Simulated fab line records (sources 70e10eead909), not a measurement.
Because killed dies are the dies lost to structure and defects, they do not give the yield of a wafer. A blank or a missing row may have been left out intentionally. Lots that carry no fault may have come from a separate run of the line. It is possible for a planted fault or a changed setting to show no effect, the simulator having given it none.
Chamber matching | flow nandHarc | 4 sister chambers for NHARC_A_CONTACT_ETCH_88 on rieDiel-05
The step etches the open film in CF4, target depth 39 nm, time 65 s. 8 wafers are shown with their chamber, then 8 later ones without.

EACH WAFER AND ITS CHAMBER
wafer  | chamber | showerheadPlenumPTorr (Torr) | drypumpMotorCurrentA (A)
L076.1 | 2       | 1.82                         | 6.4
L081.2 | 0       | 1.76                         | 5.2
L081.3 | 1       | 1.72                         | 6.1
L081.6 | 2       | 1.82                         | 6.5
L089.2 | 3       | 1.68                         | 5.5
L089.4 | 0       | 1.75                         | 5.2
L089.5 | 1       | 1.72                         | 6.1
L093.1 | 3       | 1.68                         | 5.5

WAFERS WITHOUT THEIR CHAMBER
wafer  | showerheadPlenumPTorr (Torr) | drypumpMotorCurrentA (A)
L093.2 | 1.75                         | 5.3
L093.6 | 1.68                         | 5.5
L090.1 | 1.68                         | 5.5
L090.2 | 1.81                         | 6.4
L090.6 | 1.81                         | 6.4
L096.1 | 1.81                         | 6.4
L096.4 | 1.81                         | 6.4
L096.5 | 1.75                         | 5.3

WHICH CHAMBER EACH ONE RAN IN
wafer  | from the rows above | in truth
L093.2 | 0                   | 0
L093.6 | 3                   | 3
L090.1 | 3                   | 3
L090.2 | 2                   | 2
L090.6 | 2                   | 2
L096.1 | 2                   | 2
L096.4 | 2                   | 2
L096.5 | 0                   | 0
Correctly placed: 8 of 8. Left unplaced by these rows: 0. Wrongly placed: 0.
How it was worked out, from the rows above alone: a wafer's distance from a chamber is the root of the sum, over the readings, of the square of ((its reading less the chamber's mean) divided by the reading's scatter). The wafer belongs to the nearest chamber; if the next one is less than 2 further off, it can't be placed. A chamber's mean is the mean of its shown wafers. How the scatter is found: for the shown wafers, subtract from each reading the mean of its chamber, square and add these, divide the total by (wafers less chambers), then take the root.
